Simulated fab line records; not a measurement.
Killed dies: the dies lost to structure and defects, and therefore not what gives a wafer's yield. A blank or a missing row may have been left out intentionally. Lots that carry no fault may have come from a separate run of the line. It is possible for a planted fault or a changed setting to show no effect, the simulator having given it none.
Matching of chambers    flow n5Finfet    N5_BEOL_M0_DEP_125 on pecvd-01: 3 sister chambers
The step deposits SiCN from 3MS/NH3, target thk 8 nm, time 14 s. 3 wafers are shown with their chamber, then 9 later ones without.

== WAFERS PAIRED WITH THEIR CHAMBERS ==
wafer   chamber  throttleValvePct (%)
L090.1  1        9.6
L090.4  2        9.6
L090.5  0        8.6

== WAFERS WHOSE CHAMBER IS MISSING ==
wafer   throttleValvePct (%)
L091.3  9.8
L091.4  9.6
L091.5  8.4
L093.3  9.8
L093.5  9.3
L093.6  8.7
L096.1  9.6
L096.2  8.5
L096.3  9.7

== WHICH CHAMBER EACH ONE RAN IN ==
wafer   from the rows above      in truth
L091.3  can't be placed: 1 or 2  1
L091.4  can't be placed: 1 or 2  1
L091.5  0                        0
L093.3  can't be placed: 1 or 2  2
L093.5  can't be placed: 1 or 2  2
L093.6  0                        0
L096.1  can't be placed: 1 or 2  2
L096.2  0                        0
L096.3  can't be placed: 1 or 2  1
Correct placement for 3 of the 9. Can't be placed from these rows: 6 (the true chamber is among the candidates in 6). Number placed wrongly: 0.
How it was worked out, from the rows above alone: a wafer's distance from a chamber is the root of the sum, over the readings, of the square of ((its reading less the chamber's mean) divided by the reading's scatter). If the next closest chamber is less than 2 further off than the closest, the wafer can't be placed; otherwise it belongs to the closest. Each chamber's mean is taken over the wafers shown for it. The scatter (one wafer shown for each chamber): square how far every hidden wafer sits from the nearest shown wafer, average those squares and take the square root.
